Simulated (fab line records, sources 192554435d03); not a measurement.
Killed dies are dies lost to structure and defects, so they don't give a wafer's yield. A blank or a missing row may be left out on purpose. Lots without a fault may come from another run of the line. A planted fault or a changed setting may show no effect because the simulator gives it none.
One fault seen from 2 desks | flow n5_finfet | each desk has only its own numbers; what lay behind them comes last

THE METROLOGY DESK
What the gauges read, lot by lot, whatever tool the lot ran on: means of the sampled wafers that have a number. A lot is out of limits, marked OUT, if its mean lies more than 4 standard deviations from the usual mean; the brackets give that distance.
Columns: A = trench_depth_nm at N5_BEOL_M6_OCD_MEAS_38, usual 94.3 nm; B = cd_nm at N5_BEOL_M6_CD_MEAS_35, usual 40.0 nm
lot  | first seen here | A    | B
L359 | day 9 15:26     | 95.1 | 40.7
L371 | day 12 13:55    | 94.3 | 39.8
L376 | day 13 19:13    | 95.7 | 39.9
L377 | day 14 13:04    | 94.4 | 39.7
L379 | day 14 14:28    | 94.7 | 39.7
This desk's finding: nothing out of limits on any of the 5 lots.

THE TOOL OWNER'S DESK: cvd_co-01
The tool's own readings at N5_BEOL_M6_CVD_78 (deposits Co from CCTBA/H2, target thk 2 nm, time 142.3 s): means of the sampled wafers that have a number, for each lot that ran on this tool. A lot is out of limits, marked OUT, if its mean lies more than 4 standard deviations from the usual mean; the brackets give that distance.
Columns: A = run_length_s at N5_BEOL_M6_CVD_78, usual 165.3 s
lot  | first seen here | A
L359 | day 9 17:27     | 163.8
L376 | day 13 20:23    | 164.7
L377 | day 14 14:25    | 166.1
L379 | day 14 16:57    | 165.2
This desk's finding: nothing out of limits on any of the 4 lots.

PUT TOGETHER
The metrology desk saw nothing out of limits.
The tool owner's desk saw nothing out of limits.

WHAT THE SIMULATOR HAD PUT IN
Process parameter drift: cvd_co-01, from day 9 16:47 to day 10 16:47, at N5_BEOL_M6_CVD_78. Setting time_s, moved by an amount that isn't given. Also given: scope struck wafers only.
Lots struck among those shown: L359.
